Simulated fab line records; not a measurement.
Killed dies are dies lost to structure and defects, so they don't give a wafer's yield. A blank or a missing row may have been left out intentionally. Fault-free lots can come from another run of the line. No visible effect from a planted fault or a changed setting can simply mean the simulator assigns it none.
fab line records	flow n5-finfet
[record] lots = 7	wafers = 21	last-day = 18
route steps=1938 shown MOL_CONTACT_COAG@560
lots that met no fault: from a run of the same line without faults
start-h: hours from the record's first day to the start of the lot's first wafer shown	wait-h: hours from the lot's prior step to this one	" same as the row above	L1.1+2: several wafers, shown together as one row	- either no value or no given start	* or withheld: withheld	< > ~ a bound
route shown NAME@n: a module of which the file shows steps, and the number in the route of the first	usual: mean and standard deviation over wafers with no fault	same: alike in all rows	chamber/n: place in a boat	sites: each site's reading	_std_site: their standard deviation	_edge_site: inner sites' mean taken away from outer sites' mean	radius-mm: how far each site lies from the wafer's centre	mask NAME#n: copy n	behind: the most recent tool/chamber to have shaped the wafer	hold: why the lot was held/for how many hours/how that ended	device: which transistor (n, p or np) failed to switch	end of line: at the end of the route, the tests of the same wafers	a step given without rows: its recipe and nothing more	killed: not the wafer's yield, but the dies lost to structure and defects at the first sort	map: shows each die of a wafer: x if killed, . if not, _ if none is there
set.NAME: the run value of the setting; set.NAME@STEP: its run value at that earlier step	model.NAME: the simulator's own value behind a step, which no gauge read
lots at selected steps of the route; one table per step, one row per wafer
services: a tool's chamber out of use, with start hour (start-h, from the record's first day; less than 0 if before it), hours out, and reason
[[steps]]
[step N5_MOL_CONTACT_COAG_CMP_28]
[recipe] stop-on = SiNx	t-overpolish-s = 0.85	post-cmp-clean = alkaline-brush	down-force-psi = 4.15	platen-rpm = 51.8	pad-velocity-m-s = 1.0307	target-thk-nm = 14.522
[usual] edge-zone-pressure-frac = 1.000/0.0051	motor-current-A = 12.6/0.96	retaining-ring-pressure-frac = 1.001/0.0051	time-to-endpoint-s = 4.4/2.1
lot.wafer	tool	chamber	start-h	wait-h	edge-zone-pressure-frac	motor-current-A	retaining-ring-pressure-frac	time-to-endpoint-s
L961.4	cmp-04	2	136.75	0.9	1.001	13.9	1.008	3.5
L961.2	"	3	"	"	1.000	12.4	0.998	4.2
L961.5	"	0	"	"	1.000	15.0	1.007	1.4
L964.4	cmp-04	3	152.09	0.8	1.001	12.4	1.004	2.3
L964.3	"	1	"	"	1.007	12.3	1.006	0.0
L964.2	"	2	"	"	1.009	12.1	0.996	4.9
L965.2	cmp-02	0	155.58	0.8	0.995	12.6	1.001	4.6
L965.4	"	2	"	"	1.002	12.7	1.005	2.4
L965.5	"	0	"	"	0.996	11.9	0.996	4.4
L966.4	cmp-02	3	162.11	0.8	1.003	13.1	1.009	8.0
L966.3	"	0	"	"	1.009	12.4	1.000	5.1
L966.5	"	2	"	"	0.990	12.6	0.994	4.7
L972.1	cmp-04	1	196.30	0.8	1.000	12.4	1.001	2.1
L972.2	"	2	"	"	1.005	13.0	0.996	4.0
L972.4	"	0	"	"	1.002	15.3	1.003	2.4
L976.4	cmp-04	2	221.22	0.1	1.004	12.4	0.998	4.5
L976.1	"	0	"	"	1.001	14.0	1.007	5.4
L976.6	"	1	"	"	0.998	12.2	0.996	3.2
L977.2	cmp-04	3	235.08	0.8	0.998	12.7	0.997	3.5
L977.4	"	0	"	"	0.997	14.9	1.005	2.2
L977.6	"	0	"	"	0.999	15.0	1.000	3.8
[step N5_MOL_CONTACT_COAG_THK_MEAS_29]
[recipe] reads = SiNx_of_GATE_CUT_PECVD_57+SiNx_of_GATE_CUT_SAC_CAP_01
[usual] MD_CAP_THK = 17.94/0.081
lot.wafer	tool	chamber	start-h	wait-h	MD_CAP_THK[nm]
L961.2	film-metro-01	-	136.97	-	17.94
L961.4	"	-	"	"	17.88
L961.5	"	-	"	"	17.88
L964.2	film-metro-01	-	152.38	-	17.90
L964.3	"	-	"	"	18.04
L964.4	"	-	"	"	17.99
L965.2	film-metro-02	-	155.84	-	17.90
L965.4	"	-	"	"	17.83
L965.5	"	-	"	"	17.78
L966.3	film-metro-01	-	162.37	-	17.94
L966.4	"	-	"	"	18.05
L966.5	"	-	"	"	17.97
L972.1	film-metro-02	-	196.59	-	17.83
L972.2	"	-	"	"	17.86
L972.4	"	-	"	"	17.90
L976.1	film-metro-02	-	221.47	-	17.80
L976.4	"	-	"	"	18.02
L976.6	"	-	"	"	18.04
L977.2	film-metro-01	-	235.37	-	17.79
L977.4	"	-	"	"	17.95
L977.6	"	-	"	"	17.86
[step N5_MOL_CONTACT_COAG_ALD_123]
[recipe] material = SiNx	target-thk-a = 50	temp-c = 400	ald-precursor-family = SiH2I2	ald-co-reactant = N2/H2-plasma	pulse-time-s = 1	purge-time-s = 2	co-reactant-purge-time-s = 2	ald-cycles = 100	pressure-torr = 2
[usual] heater-power-w = 879/73	precursor-pulse-height-rel = 1.000/0.02
lot.wafer	tool	chamber	start-h	wait-h	heater-power-w	precursor-pulse-height-rel
L961.2	ald-sin-04	2	137.00	0.0	975	1.001
L961.4	"	0	"	"	921	1.029
L961.5	"	1	"	"	840	0.970
L964.2	ald-sin-04	3	152.42	0.0	800	0.965
L964.3	"	0	"	"	881	0.981
L964.4	"	1	"	"	829	0.974
L965.2	ald-sin-02	2	155.99	0.2	937	0.984
L965.4	"	0	"	"	975	1.017
L965.5	"	3	"	"	794	1.014
L966.3	ald-sin-02	2	162.41	0.0	939	1.018
L966.4	"	3	"	"	812	1.005
L966.5	"	3	"	"	826	0.989
L972.1	ald-sin-04	1	196.63	0.0	845	0.972
L972.2	"	0	"	"	917	1.015
L972.4	"	3	"	"	787	1.007
L976.1	ald-sin-01	1	221.51	0.0	919	1.006
L976.4	"	2	"	"	818	0.991
L976.6	"	0	"	"	933	1.038
L977.2	ald-sin-01	2	235.41	0.0	832	0.996
L977.4	"	1	"	"	899	0.994
L977.6	"	2	"	"	832	1.020
[step N5_MOL_CONTACT_COAG_PECVD_31]
[recipe] material = SiO2	target-thk-a = 460	temp-c = 400	precursor = TEOS/O2	pressure-torr = 6.5	rf-w = withheld	teos-flow-sccm = withheld	gas = O2	flow-sccm = 2650	time-s = 8.9
[step N5_MOL_CONTACT_COAG_COAT_75]
[recipe] resist = SOC	temp-c = 250	time-s = 60	spin-rpm = 1500	resist-thk-nm = 60
[step N5_MOL_CONTACT_COAG_COAT_76]
[recipe] resist = SiARC	temp-c = 220	time-s = 60	spin-rpm = 1500	resist-thk-nm = 10
[step N5_MOL_CONTACT_COAG_COAT_77]
[recipe] resist = underlayer	temp-c = 205	time-s = 60	spin-rpm = 1500	resist-thk-nm = 10
[step N5_MOL_CONTACT_COAG_COAT_78]
[recipe] resist = CAR-EUV	spin-rpm = 1500	resist-thk-nm = 40
[step N5_MOL_CONTACT_COAG_EBR_80]
[recipe] solvent = PGMEA	ebr-width-mm = 1.5
[step N5_MOL_CONTACT_COAG_SOFTBAKE_79]
[recipe] temp-c = 110	time-s = 60	resist = CAR-EUV
[step N5_MOL_CONTACT_COAG_EXPOSE_81]
[recipe] mask-id = VG	na = 0.33	source-shape = annular	sigma-inner = 0.3	sigma-outer = 0.7	polarization = unpolarized	defocus-nm = 0	dose-mj = 59.5
[step N5_MOL_CONTACT_COAG_PEB_82]
[recipe] peb-temp-c = 100	peb-time-s = 60	resist = CAR-EUV
[step N5_MOL_CONTACT_COAG_DEVELOP_83]
[recipe] develop-time-s = 30	developer = TMAH	resist = CAR-EUV	rinse-liquid = surfactant-rinse	dry = air-spin	dev-temp-c = 23
[usual] chill-plate-temp-C = 22.98/0.1	develop-time-s = 30/0
lot.wafer	tool	chamber	start-h	wait-h	chill-plate-temp-C	develop-time-s	model.CAR-EUV_of_MOL_CONTACT_COAG_COAT_78.thk-nm
L961.2	litho-track-05	0	137.91	-	22.98	30	39.4
L961.4	"	0	"	"	22.89	30	39.4
L961.5	"	0	"	"	22.73	30	39.4
L964.2	litho-track-05	-	153.34	-	-	-	40
L964.3	"	-	"	"	-	-	40
L964.4	"	-	"	"	-	-	40
L965.2	litho-track-01	-	156.78	-	-	-	40
L965.4	"	-	"	"	-	-	40
L965.5	"	-	"	"	-	-	40
L966.3	litho-track-05	-	163.32	-	-	-	40
L966.4	"	-	"	"	-	-	40
L966.5	"	-	"	"	-	-	40
L972.1	litho-track-02	0	197.41	-	23.00	30	39.4
L972.2	"	0	"	"	22.98	30	39.6
L972.4	"	0	"	"	22.96	30	39.4
L976.1	litho-track-02	0	222.45	-	22.80	30	39.6
L976.4	"	0	"	"	22.97	30	39.6
L976.6	"	0	"	"	23.04	30	39.6
L977.2	litho-track-05	0	236.21	-	23.08	30	39.6
L977.4	"	0	"	"	22.94	30	39.6
L977.6	"	0	"	"	22.96	30	39.6
[step N5_MOL_CONTACT_COAG_CD_MEAS_84]
[recipe] target-cd-nm = 25.1	landing-energy-ev = 500	detector = se-inlens	polarity = opening
[usual] cd-nm = 25.09/0.25
[same] landing-energy-ev = 500
lot.wafer	tool	chamber	start-h	wait-h	cd-nm
L961.2	cd-sem-01	0	137.97	-	24.69
L961.4	"	0	"	"	24.32
L961.5	"	0	"	"	24.77
L964.2	cd-sem-02	0	153.40	-	-
L964.3	"	0	"	"	-
L964.4	"	0	"	"	-
L965.2	cd-sem-03	0	156.84	-	-
L965.4	"	0	"	"	-
L965.5	"	0	"	"	-
L966.3	cd-sem-01	0	163.38	-	-
L966.4	"	0	"	"	-
L966.5	"	0	"	"	-
L972.1	cd-sem-03	0	197.47	-	25.05
L972.2	"	0	"	"	25.21
L972.4	"	0	"	"	24.84
L976.1	cd-sem-02	0	222.51	-	24.53
L976.4	"	0	"	"	24.75
L976.6	"	0	"	"	24.89
L977.2	cd-sem-02	0	236.27	-	25.29
L977.4	"	0	"	"	25.21
L977.6	"	0	"	"	25.58
[[services]]
tool	chamber	start-h	hours	kind
ald-sin-02	-	122.03	1.1	repair
cmp-04	-	141.14	4.0	pm
cmp-04	-	145.14	-	consumable-replace:conditioner
cmp-04	-	145.14	-	consumable-replace:pad
ald-sin-02	-	148.80	0.9	repair
cmp-02	-	150.48	1.0	repair
ald-sin-01	3	199.16	1.6	repair
ald-sin-04	0	215.36	32.4	repair
cmp-02	-	224.86	4.0	pm
cmp-02	-	228.86	-	consumable-replace:conditioner
cmp-02	-	228.86	-	consumable-replace:pad
ald-sin-02	-	235.26	2.0	repair
[[key]]
[first-sign] step = N5_MOL_CONTACT_COAG_DEVELOP_83	reading = tool-record	direction = missing
effect none on later readings
[model-effect] step = N5_MOL_CONTACT_COAG_DEVELOP_83	value = CAR-EUV_of_MOL_CONTACT_COAG_COAT_78.thk-nm	without = 39.6	struck = 40
met-at N5_MOL_CONTACT_COAG_DEVELOP_83
struck-wafers L964.2,L964.3,L964.4,L965.2,L965.4,L965.5,L966.3,L966.4,L966.5
later-rows-left-out L964.2,L964.3,L964.4,L965.2,L965.4,L965.5,L966.3,L966.4,L966.5
sort-left-out L964.2,L964.3,L964.4,L965.2,L965.4,L965.5,L966.3,L966.4,L966.5
onset-between 137.91 153.34
[fault] kind = skipped-step-whole	tool = litho-track-01,litho-track-05	chamber = -	onset-h = 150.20	steps = N5_MOL_CONTACT_COAG_DEVELOP_83	scope = struck-lots-only
// sort-left-out: the simulated sort isn't trusted on such a fault, so these wafers' sort isn't shown, and their yield isn't known
// later-rows-left-out: the simulator's readings of these wafers behind a module that went badly wrong aren't trusted and aren't shown, but for the sort
